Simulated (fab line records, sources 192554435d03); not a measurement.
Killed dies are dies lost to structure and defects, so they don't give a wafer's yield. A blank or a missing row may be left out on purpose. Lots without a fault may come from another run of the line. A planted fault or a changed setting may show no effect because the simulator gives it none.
fab line records | flow n5_finfet
record lots=7 wafers=21
route steps=1938 shown SD_EPI_N@292 SD_EPI_P@321 SD_ACTIVATION@330 HKMG_FIN@428 GATE_CUT@490 MOL_CONTACT_COAG@531 BEOL_M0_SAQP@673
start_h: hours from the record's first day to the start of the lot's first wafer shown | wait_h: hours since the lot's step before | " the same as in the row above | L1.1+2: a row that stands for several wafers | - no value, or no start given | * or withheld: withheld | < > ~ a bound
route shown NAME@n: a module of which the file shows steps, and the number in the route of the first | usual: mean/standard deviation of fault-free wafers | same: alike in all rows | chamber/n: place in a boat | sites: the reading at each site | _std_site: their standard deviation | _edge_site: outer sites' mean less inner sites' | radius_mm: how far each site lies from the wafer's centre | mask NAME#n: copy n | behind: the tool/chamber that last shaped the wafer | hold: why the lot was held/for how many hours/how that ended | device: the transistor (n, p or np) that didn't switch | end of line: the same wafers' tests at the end of the route | a step without rows: its recipe alone | killed: dies lost to structure and defects at the first sort, not the wafer's yield | map: a wafer's dies, x killed, . not, _ none there
set.NAME: the setting as run; set.NAME@STEP: as run at that earlier step | model.NAME: the simulator's own value behind a step, which no gauge read
lots whose settings were changed on purpose; a table a step, a row a wafer
## steps
# step N5_SD_EPI_N_PRECLEAN_49
# recipe chemistry=NF3:NH3 afs_cycles=1 temp_c=30 time_s=20 sublimation_temp_c=180 sublimation_time_s=60 pressure_torr=3 rf_power_w=30
# columns lot.wafer tool chamber start_h wait_h set.time_s
L083.2+3 remote_plasma-01 1 114.87 0.1 20
L083.4 " 1 " " 15.86
L086.2+3+6 remote_plasma-02 0 127.01 0.1 20
L088.2 remote_plasma-01 1 139.04 0.1 20
L088.3+6 " 1 " " 23.27
L090.4 remote_plasma-02 0 150.90 0.1 20
L090.5+6 " 0 " " 23.55
L092.2+3 remote_plasma-01 1 163.13 0.1 17.95
L092.5 " 1 " " 20
L094.1 remote_plasma-01 0 172.33 0.0 22.03
L094.2+3 " 0 " " 20
L096.3 remote_plasma-02 1 185.04 0.1 16.51
L096.4+5 " 1 " " 20
# step N5_SD_EPI_N_LINER_46
# recipe material=SiNx target_thk_a=30 temp_c=400 ald_precursor_family=SiH2I2 ald_co_reactant=N2/H2-plasma pressure_torr=2
# step N5_SD_EPI_P_EPI_21
# recipe material=SiGe:B dopant=B temp_c=550 pressure_torr=20 ambient=H2 time_s=355
# step N5_SD_EPI_P_HM_STRIP_48
# recipe chemistry=H3PO4 temp_c=160 material=SiNx target=SiNx target_depth_a=30 overetch_fraction=0.3
# columns lot.wafer tool chamber start_h wait_h set.epi_growth_time_s@SD_EPI_N_EPI_21 model.Si-P_of_SD_EPI_N_EPI_21.thk_nm
L083.2 wet_bench-01 1 120.09 0.1 656.6 55.8
L083.3 " 0 " " 690 58
L083.4 " 7 " " 690 58.2
L086.2+3 wet_bench-04 3,4 131.43 0.0 690 57.6
L086.6 " 5 " " 690 57.8
L088.2 wet_bench-02 0 145.53 0.0 690 57.6
L088.3 " 4 " " 690 57.8
L088.6 " 6 " " 740.8 61.4
L090.4 wet_bench-02 4 156.19 0.0 690 59.8
L090.5 " 6 " " 690 60
L090.6 " 0 " " 723.1 61.6
L092.2 wet_bench-01 4 168.49 0.0 741.4 62.2
L092.3 " 6 " " 741.4 61.8
L092.5 " 7 " " 741.4 61.4
L094.1 wet_bench-04 3 177.69 0.0 690 58.2
L094.2 " 1 " " 690 58.6
L094.3 " 2 " " 690 59.6
L096.3 wet_bench-02 7 190.82 0.0 690 58.4
L096.4 " 6 " " 690 58.2
L096.5 " 5 " " 690 58.6
# step N5_SD_EPI_P_SRD_49
# recipe dry=ipa_marangoni time_s=30 temp_c=23 rinse_liquid=diw
# step N5_SD_EPI_P_PRECLEAN_24
# recipe chemistry=O3/DIW time_s=45 temp_c=22 o3_ppm=10
# step N5_SD_ACTIVATION_RTA_00
# recipe temp_c=975 time_s=0 ambient=N2 idle_temp_c=600 ramp_up_c_per_s=150 ramp_down_c_per_s=60 cool_to_c=600
# step N5_SD_ACTIVATION_LSA_01
# recipe temp_c=1080 time_s=0.0008 ambient=N2
# step N5_SD_ACTIVATION_RS_MEAS_03
# recipe thk_meas_gauge=four-point-probe
# usual RS_SD_N=21.9/0.31 RS_SD_P=56.4/0.91
# columns lot.wafer tool chamber start_h wait_h set.epi_growth_time_s@SD_EPI_N_EPI_21 RS_SD_N[ohm/sq] RS_SD_P[ohm/sq]
L083.2 film_metro-01 - 120.72 0.2 656.6 23.0 55.8
L083.3 " - " " 690 22.2 56.6
L083.4 " - " " 690 22.0 56.5
L086.2 film_metro-01 - 132.31 0.2 690 22.1 57.3
L086.3 " - " " 690 22.1 56.6
L086.6 " - " " 690 21.8 56.6
L088.2 film_metro-02 - 146.12 0.2 690 22.1 55.5
L088.3 " - " " 690 22.1 56.6
L088.6 " - " " 740.8 20.7 55.5
L090.4 film_metro-02 - 156.82 0.1 690 21.4 55.6
L090.5 " - " " 690 21.4 56.6
L090.6 " - " " 723.1 20.7 55.5
L092.2 film_metro-02 - 169.11 0.2 741.4 20.6 57.3
L092.3 " - " " 741.4 20.8 58.2
L092.5 " - " " 741.4 21.0 57.8
L094.1 film_metro-02 - 178.57 0.2 690 21.9 55.2
L094.2 " - " " 690 22.0 55.8
L094.3 " - " " 690 21.5 54.7
L096.3 film_metro-02 - 191.43 0.2 690 21.7 56.0
L096.4 " - " " 690 21.8 56.4
L096.5 " - " " 690 21.7 55.8
# step N5_HKMG_FIN_PEB_10
# recipe peb_temp_c=withheld peb_time_s=60 resist=CAR-ArF
# columns lot.wafer tool chamber start_h wait_h set.peb_time_s
L083.2+3 litho_track-01 0 136.22 0.0 60
L083.4 " 0 " " 70.4
L086.2+3+6 litho_track-01 0 148.26 0.0 60
L088.2+3+6 litho_track-04 0 162.28 0.0 60
L090.4+6 litho_track-04 0 173.25 0.0 66.33
L090.5 " 0 " " 60
L092.2+3 litho_track-01 0 185.84 0.0 71.07
L092.5 " 0 " " 60
L094.1 litho_track-04 0 197.27 0.1 60
L094.2+3 " 0 " " 54.64
L096.3+4+5 litho_track-04 0 208.33 0.0 70.11
# step N5_HKMG_FIN_DEVELOP_11
# recipe develop_time_s=30 developer=TMAH resist=CAR-ArF dev_temp_c=23 rinse_liquid=diw dry=air_spin
# step N5_HKMG_FIN_CD_MEAS_12
# recipe target_cd_nm=92.8 landing_energy_ev=500 detector=se_inlens
# usual cd_nm=91.9/0.71
# columns lot.wafer tool chamber start_h wait_h set.peb_time_s@HKMG_FIN_PEB_10 cd_nm
L083.2 cd_sem-02 0 136.28 - 60 91.7
L083.3 " 0 " " 60 91.6
L083.4 " 0 " " 70.4 96.8
L086.2 cd_sem-03 0 148.32 - 60 91.0
L086.3 " 0 " " 60 90.7
L086.6 " 0 " " 60 91.4
L088.2 cd_sem-01 0 162.34 - 60 92.9
L088.3 " 0 " " 60 93.2
L088.6 " 0 " " 60 92.3
L090.4 cd_sem-03 0 173.32 - 66.33 96.4
L090.5 " 0 " " 60 93.6
L090.6 " 0 " " 66.33 95.2
L092.2 cd_sem-01 0 185.91 - 71.07 98.0
L092.3 " 0 " " 71.07 97.1
L092.5 " 0 " " 60 91.6
L094.1 cd_sem-03 0 197.33 - 60 92.7
L094.2 " 0 " " 54.64 89.6
L094.3 " 0 " " 54.64 89.4
L096.3 cd_sem-02 0 208.40 - 70.11 96.5
L096.4 " 0 " " 70.11 97.1
L096.5 " 0 " " 70.11 97.3
# step N5_GATE_CUT_DESCUM_18
# recipe chemistry=O2 time_s=7 source_power_w=50 bias_power_w=20 pressure_mtorr=20 rf_frequency_hz=2.712e+07 temp_c=40 resist=CAR-EUV o2_flow_sccm=225
# columns lot.wafer tool chamber start_h wait_h set.time_s model.CAR-EUV_of_GATE_CUT_COAT_07.thk_nm
L083.2 rie_diel-04 1 144.72 0.0 7 26.2
L083.3 " 3 " " 8.135 25.4
L083.4 " 0 " " 7 26
L086.2+6 rie_diel-02 1 157.28 0.2 7 26
L086.3 " 0 " " 7 26.2
L088.2+6 rie_diel-02 0,1 170.65 0.0 7 26.2
L088.3 " 2 " " 7 26
L090.4+5+6 rie_diel-02 3,0,1 182.18 0.0 7 26.2
L092.2 rie_diel-05 2 195.93 0.0 6.199 26.6
L092.3+5 " 0,3 " " 7 26.2
L094.1 rie_diel-04 2 206.01 0.0 6.588 26.6
L094.2+3 " 0,1 " " 7 26.2
L096.3 rie_diel-02 3 217.30 0.0 7 26
L096.4 " 1 " " 6.452 26.2
L096.5 " 0 " " 6.452 26.4
# step N5_GATE_CUT_ETCH_36
# recipe chemistry=CF4 target=SiARC target_depth_a=130 mask_material=CAR-EUV time_s=21.7 ion_energy_ev=80 pressure_mtorr=40 source_w=545 bias_w=36 Ar_flow_sccm=100 cf4_flow_sccm=100 ends=cleared
# columns lot.wafer tool chamber start_h wait_h set.cf4_flow_sccm set.time_s@GATE_CUT_DESCUM_18 model.CAR-EUV_of_GATE_CUT_COAT_07.thk_nm
L083.2 rie_diel-04 1 144.77 0.0 110.1 7 7
L083.3 " 3 " " 110.1 8.135 6.4
L083.4 " 0 " " 100 7 7
L086.2+3+6 rie_diel-02 1,0,1 157.34 0.0 100 7 7
L088.2 rie_diel-02 0 170.70 0.0 100 7 7.2
L088.3 " 2 " " 110.4 7 7
L088.6 " 1 " " 100 7 7
L090.4 rie_diel-02 3 182.24 0.0 100 7 7
L090.5 " 0 " " 100 7 7.2
L090.6 " 1 " " 80.33 7 7.2
L092.2 rie_diel-05 2 195.98 0.0 100 6.199 7.4
L092.3 " 0 " " 83.41 7 7.2
L092.5 " 3 " " 100 7 7
L094.1 rie_diel-04 2 206.07 0.0 100 6.588 7.2
L094.2 " 0 " " 100 7 7
L094.3 " 1 " " 120.8 7 7
L096.3 rie_diel-02 3 217.36 0.0 84.33 7 7
L096.4 " 1 " " 100 6.452 7.2
L096.5 " 0 " " 84.33 6.452 7.4
# step N5_MOL_CONTACT_COAG_ETCH_105
# recipe chemistry=CF4 target=SiARC target_depth_a=156 mask_material=CAR-EUV time_s=26 ion_energy_ev=80 pressure_mtorr=40 source_w=545 bias_w=36 Ar_flow_sccm=100 cf4_flow_sccm=100 ends=cleared
# usual rf_vpp_V=184.3/1.1
# columns lot.wafer tool chamber start_h wait_h set.bias_w rf_vpp_V
L083.2 rie_diel-01 3 148.90 0.0 36 186.1
L083.3 " 0 " " 42.05 205.3
L083.4 " 3 " " 42.05 204.1
L086.2 rie_diel-01 2 161.17 0.0 36 184.7
L086.3 " 1 " " 36 184.7
L086.6 " 1 " " 36 183.2
L088.2 rie_diel-01 2 175.05 0.0 36 186.0
L088.3 " 3 " " 37.95 193.7
L088.6 " 1 " " 36 183.0
L090.4 rie_diel-06 3 190.05 0.0 42.16 203.6
L090.5 " 1 " " 42.16 203.2
L090.6 " 2 " " 36 182.0
L092.2 rie_diel-06 2 200.09 0.0 36 183.2
L092.3 " 1 " " 36 185.0
L092.5 " 2 " " 36 183.8
L094.1 rie_diel-03 1 210.40 0.0 36 183.5
L094.2 " 0 " " 36 185.0
L094.3 " 3 " " 36 185.2
L096.3 rie_diel-03 3 221.45 0.0 36 184.4
L096.4 " 2 " " 36 183.2
L096.5 " 2 " " 32.24 170.6
# step N5_MOL_CONTACT_COAG_COAT_62
# recipe resist=SOC temp_c=250 time_s=60 spin_rpm=1500 resist_thk_nm=60
# columns lot.wafer tool chamber start_h wait_h set.spin_rpm model.SOC_of_MOL_CONTACT_COAG_COAT_62.thk_nm
L083.2 litho_track-05 0 160.34 0.0 1500 60
L083.3 " 0 " " 1359 63.4
L083.4 " 0 " " 1500 60.4
L086.2+3 litho_track-05 0 172.25 0.0 1500 60
L086.6 " 0 " " 1500 60.2
L088.2+6 litho_track-02 0 189.77 0.0 1500 60
L088.3 " 0 " " 1500 60.2
L090.4 litho_track-04 0 202.05 0.0 1570 58.4
L090.5+6 " 0 " " 1500 59.8
L092.2+3 litho_track-02 0 209.09 0.0 1639 57.4
L092.5 " 0 " " 1500 60
L094.1+3 litho_track-02 0 222.96 0.0 1500 60.2
L094.2 " 0 " " 1500 60
L096.3+5 litho_track-04 0 231.23 0.0 1500 59.8
L096.4 " 0 " " 1546 58.8
# step N5_MOL_CONTACT_COAG_COAT_63
# recipe resist=SiARC temp_c=220 time_s=60 spin_rpm=1500 resist_thk_nm=10
# columns lot.wafer tool chamber start_h wait_h set.spin_rpm
L083.2+3+4 litho_track-05 0 - - 1379
L086.2+3+6 litho_track-05 0 - - 1500
L088.2+3+6 litho_track-02 0 - - 1500
L090.4+5+6 litho_track-04 0 - - 1331
L092.2+3+5 litho_track-02 0 - - 1500
L094.1+2+3 litho_track-02 0 - - 1500
L096.3 litho_track-04 0 - - 1663
L096.4+5 " 0 " " 1500
# step N5_MOL_CONTACT_COAG_COAT_64
# recipe resist=underlayer temp_c=205 time_s=60 spin_rpm=1500 resist_thk_nm=10
# step N5_MOL_CONTACT_COAG_COAT_34
# recipe resist=CAR-EUV spin_rpm=1500 resist_thk_nm=40
# step N5_MOL_CONTACT_COAG_ALD_133
# recipe material=SiO2 target_thk_a=50 temp_c=100 ald_precursor_family=BDEAS ald_co_reactant=O2-plasma pulse_time_s=1 co_reactant_pulse_time_s=1 purge_time_s=2 co_reactant_purge_time_s=2 ald_cycles=35 pressure_torr=2
# step N5_MOL_CONTACT_COAG_ETCHBACK_134
# recipe chemistry=CHF3 target=SiO2 target_depth_a=100 time_s=6.7 ion_energy_ev=200 pressure_mtorr=30 source_w=610 bias_w=170 Ar_flow_sccm=200 CHF3_flow_sccm=50
# step N5_MOL_CONTACT_COAG_ETCH_67
# recipe chemistry=N2/H2 target=SOC target_depth_a=600 overetch_a=210 mask_material=SiARC temp_c=40 time_s=101.2 ion_energy_ev=200 pressure_mtorr=30 source_w=840 bias_w=150 n2_flow_sccm=200 h2_flow_sccm=200
# columns lot.wafer tool chamber start_h wait_h set.spin_rpm@MOL_CONTACT_COAG_COAT_62 model.etch.depth_nm
L083.2 rie_diel-06 3 161.22 0.0 1500 60.09
L083.3 " 1 " " 1359 63.39
L083.4 " 2 " " 1500 60.36
L086.2 rie_diel-01 2 173.13 0.0 1500 60.09
L086.3 " 3 " " 1500 59.99
L086.6 " 0 " " 1500 60.26
L088.2 rie_diel-01 2 191.19 0.0 1500 60.03
L088.3 " 3 " " 1500 60.21
L088.6 " 3 " " 1500 59.99
L090.4 rie_diel-01 1 202.92 0.0 1570 58.45
L090.5 " 0 " " 1500 59.71
L090.6 " 3 " " 1500 59.89
L092.2 rie_diel-06 3 209.84 0.0 1639 57.48
L092.3 " 2 " " 1639 57.46
L092.5 " 2 " " 1500 60
L094.1 rie_diel-06 2 224.29 0.0 1500 60.17
L094.2 " 1 " " 1500 60.08
L094.3 " 3 " " 1500 60.14
L096.3 rie_diel-01 3 232.36 0.0 1500 59.79
L096.4 " 1 " " 1546 58.78
L096.5 " 2 " " 1500 59.78
# step N5_MOL_CONTACT_COAG_STRIP_68
# recipe chemistry=N2/H2 temp_c=40 n2_flow_sccm=200 h2_flow_sccm=200 rf_frequency_hz=6e+07
# step N5_MOL_CONTACT_COAG_STRIP_69
# recipe chemistry=N2/H2 temp_c=40 n2_flow_sccm=200 h2_flow_sccm=200 rf_frequency_hz=6e+07
# step N5_MOL_CONTACT_COAG_ETCHBACK_136
# recipe chemistry=CHF3 target=SiO2 target_depth_a=250 time_s=16.7 ion_energy_ev=200 pressure_mtorr=30 source_w=610 bias_w=170 Ar_flow_sccm=200 CHF3_flow_sccm=50
# columns lot.wafer tool chamber start_h wait_h set.spin_rpm@MOL_CONTACT_COAG_COAT_62 model.SOC_of_MOL_CONTACT_COAG_COAT_62.thk_nm
L083.2 rie_diel-06 3 161.31 0.0 1500 57.4
L083.3 " 1 " " 1359 60.6
L083.4 " 2 " " 1500 57.6
L086.2+6 rie_diel-01 2,0 173.22 0.0 1500 57.4
L086.3 " 3 " " 1500 57.2
L088.2+3 rie_diel-01 2,3 191.28 0.0 1500 57.4
L088.6 " 3 " " 1500 57.2
L090.4 rie_diel-01 1 203.01 0.0 1570 55.8
L090.5+6 " 0,3 " " 1500 57
L092.2 rie_diel-06 3 209.93 0.0 1639 54.8
L092.3 " 2 " " 1639 54.6
L092.5 " 2 " " 1500 57.2
L094.1+2+3 rie_diel-06 2,1,3 224.38 0.0 1500 57.4
L096.3+5 rie_diel-01 3,2 232.45 0.0 1500 57
L096.4 " 1 " " 1546 56
# step N5_MOL_CONTACT_COAG_STRIP_120
# recipe chemistry=CHF3 resist=SiARC rf_frequency_hz=6e+07
# step N5_MOL_CONTACT_COAG_VIA_ETCH_117
# recipe chemistry=C4F6/O2 target_depth_a=400 overetch_a=80 mask_material=SOC target=SiO2 bias_w=455 pressure_mtorr=10 time_s=26 source_w=325 Ar_flow_sccm=300 C4F6_flow_sccm=10 O2_flow_sccm=10 ion_energy_ev=575.3 ends=end_point
# step N5_MOL_CONTACT_COAG_ETCH_124
# recipe chemistry=CH3F/O2 target=SiNx target_depth_a=65 mask_material=SOC stop_on=SiOC over_etch_frac=0.3 ion_energy_ev=120 pressure_mtorr=30 source_w=395 bias_w=73 Ar_flow_sccm=150 CH3F_flow_sccm=30 O2_flow_sccm=20 ends=end_point
# step N5_MOL_CONTACT_COAG_ETCH_48
# recipe chemistry=C4F6/O2 target_depth_a=150 overetch_a=45 mask_material=SOC target=SiOC bias_w=465 pressure_mtorr=10 time_s=17 source_w=335 Ar_flow_sccm=300 C4F6_flow_sccm=10 O2_flow_sccm=10 ion_energy_ev=576
# columns lot.wafer tool chamber start_h wait_h set.spin_rpm@MOL_CONTACT_COAG_COAT_62 model.SOC_of_MOL_CONTACT_COAG_COAT_62.thk_nm
L083.2 rie_diel-06 3 161.41 0.0 1500 46
L083.3 " 1 " " 1359 49
L083.4 " 2 " " 1500 45.6
L086.2 rie_diel-01 2 173.32 0.0 1500 46.2
L086.3 " 3 " " 1500 45.4
L086.6 " 0 " " 1500 46
L088.2 rie_diel-01 2 191.38 0.0 1500 46.2
L088.3 " 3 " " 1500 45.6
L088.6 " 3 " " 1500 45.4
L090.4 rie_diel-01 1 203.11 0.0 1570 44.2
L090.5 " 0 " " 1500 45.6
L090.6 " 3 " " 1500 45.2
L092.2 rie_diel-06 3 210.03 0.0 1639 43.4
L092.3 " 2 " " 1639 42.8
L092.5 " 2 " " 1500 45.4
L094.1+2 rie_diel-06 2,1 224.48 0.0 1500 45.8
L094.3 " 3 " " 1500 46.2
L096.3 rie_diel-01 3 232.56 0.0 1500 45.2
L096.4 " 1 " " 1546 44.4
L096.5 " 2 " " 1500 45.8
# step N5_BEOL_M0_SAQP_ETCH_107
# recipe chemistry=CH3F/O2 target=SiNx target_depth_a=300 mask_material=SOC pressure_mtorr=30 source_w=395 bias_w=73 Ar_flow_sccm=150 CH3F_flow_sccm=30 O2_flow_sccm=20 ion_energy_ev=120
# usual rf_vpp_V=296/4.3
# columns lot.wafer tool chamber start_h wait_h set.bias_w rf_vpp_V
L083.2 rie_diel-02 0 171.23 0.0 73 302
L083.3 " 1 " " 73 298
L083.4 " 3 " " 73 295
L086.2 rie_diel-02 0 186.97 0.0 73 302
L086.3 " 1 " " 73 298
L086.6 " 3 " " 73 295
L088.2 rie_diel-04 0 201.38 0.0 73 300
L088.3 " 1 " " 85.89 345
L088.6 " 2 " " 85.89 336
L090.4 rie_diel-04 1 212.79 0.0 73 303
L090.5 " 3 " " 73 300
L090.6 " 2 " " 73 295
L092.2 rie_diel-05 1 219.48 0.0 77.72 303
L092.3 " 0 " " 73 298
L092.5 " 3 " " 73 293
L094.1 rie_diel-02 3 233.55 0.0 73 293
L094.2 " 1 " " 73 298
L094.3 " 2 " " 62.09 261
L096.3 rie_diel-02 0 243.11 0.0 64.97 274
L096.4 " 1 " " 73 298
L096.5 " 1 " " 64.97 269
## key
split step=N5_SD_EPI_N_PRECLEAN_49 setting=time_s stated=20 by=wafer
response none clear
split step=N5_HKMG_FIN_PEB_10 setting=peb_time_s stated=60 by=wafer
response step=N5_HKMG_FIN_CD_MEAS_12 reading=cd_nm change=+0.302 per=1% r=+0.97
split step=N5_GATE_CUT_DESCUM_18 setting=time_s stated=7 by=wafer
response step=N5_GATE_CUT_DESCUM_18 reading=model.CAR-EUV_of_GATE_CUT_COAT_07.thk_nm change=-0.0421 per=1% r=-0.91
response step=N5_GATE_CUT_ETCH_36 reading=model.CAR-EUV_of_GATE_CUT_COAT_07.thk_nm change=-0.0341 per=1% r=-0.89
split step=N5_GATE_CUT_ETCH_36 setting=cf4_flow_sccm stated=100 by=wafer
response none clear
split step=N5_MOL_CONTACT_COAG_ETCH_105 setting=bias_w stated=36 by=wafer
response step=N5_MOL_CONTACT_COAG_ETCH_105 reading=rf_vpp_V change=+1.22 per=1% r=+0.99
split step=N5_MOL_CONTACT_COAG_COAT_62 setting=spin_rpm stated=1500 by=wafer
response step=N5_MOL_CONTACT_COAG_COAT_62 reading=model.SOC_of_MOL_CONTACT_COAG_COAT_62.thk_nm change=-0.31 per=1% r=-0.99
response step=N5_MOL_CONTACT_COAG_ETCH_67 reading=model.etch.depth_nm change=-0.305 per=1% r=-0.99
response step=N5_MOL_CONTACT_COAG_ETCHBACK_136 reading=model.SOC_of_MOL_CONTACT_COAG_COAT_62.thk_nm change=-0.297 per=1% r=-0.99
response step=N5_MOL_CONTACT_COAG_ETCH_48 reading=model.SOC_of_MOL_CONTACT_COAG_COAT_62.thk_nm change=-0.294 per=1% r=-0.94
split step=N5_MOL_CONTACT_COAG_COAT_63 setting=spin_rpm stated=1500 by=wafer
response none clear
split step=N5_BEOL_M0_SAQP_ETCH_107 setting=bias_w stated=73 by=wafer
response step=N5_BEOL_M0_SAQP_ETCH_107 reading=rf_vpp_V change=+2.23 per=1% r=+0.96
split outside_this_file step=N5_SD_EPI_N_EPI_21 setting=epi_growth_time_s
# split outside_this_file: this setting was split too, and the file shows its column; the key of that split is in another file
